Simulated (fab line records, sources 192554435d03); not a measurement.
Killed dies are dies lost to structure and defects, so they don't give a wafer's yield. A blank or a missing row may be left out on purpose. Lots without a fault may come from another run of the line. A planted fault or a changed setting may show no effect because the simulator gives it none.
A struck lot beside a sound one | flow n5_finfet | 15 steps out of a route of 1938
Sound: wafers L116.3, L116.5, L116.6. Struck: wafers L125.3, L125.6. The cause comes at the end.
At each step with rows: each side's tool, then ch and its chambers, then its first start. Under that, the readings that differ: sound wafers | struck wafers | difference of the means | sigmas: that difference in standard deviations of wafers without a fault.
alike: readings whose means differ by less than 2 such deviations, and words and numbers that are the same on both sides. not compared: withheld readings, readings that some wafer has no value for, bounds like >300 that may hide the same value, and numbers for which the record gives no deviation and whose values overlap.
The two part at a step that has a row with sigmas, a row that says differs or no value, or rows on one side only. Numbers that don't overlap but have no deviation are shown without sigmas and don't part them. A reading that every wafer of one side lacks parts them only if that side has two wafers or more.

first, 8 steps without rows for these wafers: N5_BEOL_M8_COAT_59 (time 60 s, resist thk 100 nm); N5_BEOL_M8_COAT_60 (time 60 s, resist thk 35 nm); N5_BEOL_M8_COAT_05 (resist thk 90 nm); N5_BEOL_M8_EBR_07; N5_BEOL_M8_SOFTBAKE_06 (time 60 s); N5_BEOL_M8_EXPOSE_08 (exposes mask M8); N5_BEOL_M8_PEB_09 (peb time 60 s); N5_BEOL_M8_DEVELOP_10 (develop time 30 s).
N5_BEOL_M8_CD_MEAS_11: target cd 38.5 nm.
  sound on cd_sem-02 ch 0, day 10 06:25; struck on cd_sem-02 ch 0, day 12 10:13
  alike: cd_nm
N5_BEOL_M8_OVL_MEAS_12:
  sound on overlay-02 ch 0, day 10 06:28; struck on overlay-01 ch 0, day 12 10:14
  alike: M8_OVL
N5_BEOL_M8_INSPECT_13: inspects for defects (brightfield).
  sound on defect_inspect-02, day 10 06:29; struck on defect_inspect-02, day 12 10:16
  alike: raw_defect_count
N5_BEOL_M8_DESCUM_16: chemistry O2, time 7.9 s.
  sound on rie_diel-04 ch 2,3, day 10 06:31; struck on rie_diel-03 ch 0,3, day 12 10:18
  reading                         | sound          | struck    | difference | sigmas
  showerhead_plenum_p_Torr (Torr) | 2.26 2.26 2.15 | 2.05 2.03 | -0.18      | -2
  alike: drypump_motor_current_A, oes_product_au, rf_vpp_V, throttle_valve_pct
  not compared: rf_hours_counter_h
N5_BEOL_M8_ETCH_61: etches SiARC in CF4, target depth 45.5 nm, time 75.8 s.
  sound on rie_diel-04 ch 2,3, day 10 06:34; struck on rie_diel-03 ch 0,3, day 12 10:20
  reading                         | sound          | struck    | difference | sigmas
  etch_rf_on_time_s (s)           | 74.5 75.7 78.1 | 91.5 93.5 | +16.4      | +10
  oes_product_au (a.u.)           | 0.85 0.83 0.58 | 0.52 0.62 | -0.18      | -2
  showerhead_plenum_p_Torr (Torr) | 2.28 2.28 2.19 | 2.10 2.08 | -0.16      | -2
  alike: drypump_motor_current_A, rf_vpp_V, throttle_valve_pct
  not compared: rf_hours_counter_h
N5_BEOL_M8_ETCH_62: etches SOC in N2/H2, target depth 110 nm, overetch 22 nm, time 165 s.
  sound on rie_diel-04 ch 2,3, day 10 06:37; struck on rie_diel-03 ch 0,3, day 12 10:23
  reading                         | sound          | struck    | difference | sigmas
  showerhead_plenum_p_Torr (Torr) | 2.72 2.72 2.61 | 2.49 2.48 | -0.20      | -2
  alike: drypump_motor_current_A, n2_flow_sccm, oes_product_au, rf_vpp_V, throttle_valve_pct
  not compared: rf_hours_counter_h
N5_PASSIVATION_PROBE_49:
  the record has rows for the sound wafers here (prober-01, day 13 04:23) and none for the struck ones

WHERE THEY PART
First at N5_BEOL_M8_DESCUM_16; last, within this record, at N5_PASSIVATION_PROBE_49.

WHY: what the simulator had put in
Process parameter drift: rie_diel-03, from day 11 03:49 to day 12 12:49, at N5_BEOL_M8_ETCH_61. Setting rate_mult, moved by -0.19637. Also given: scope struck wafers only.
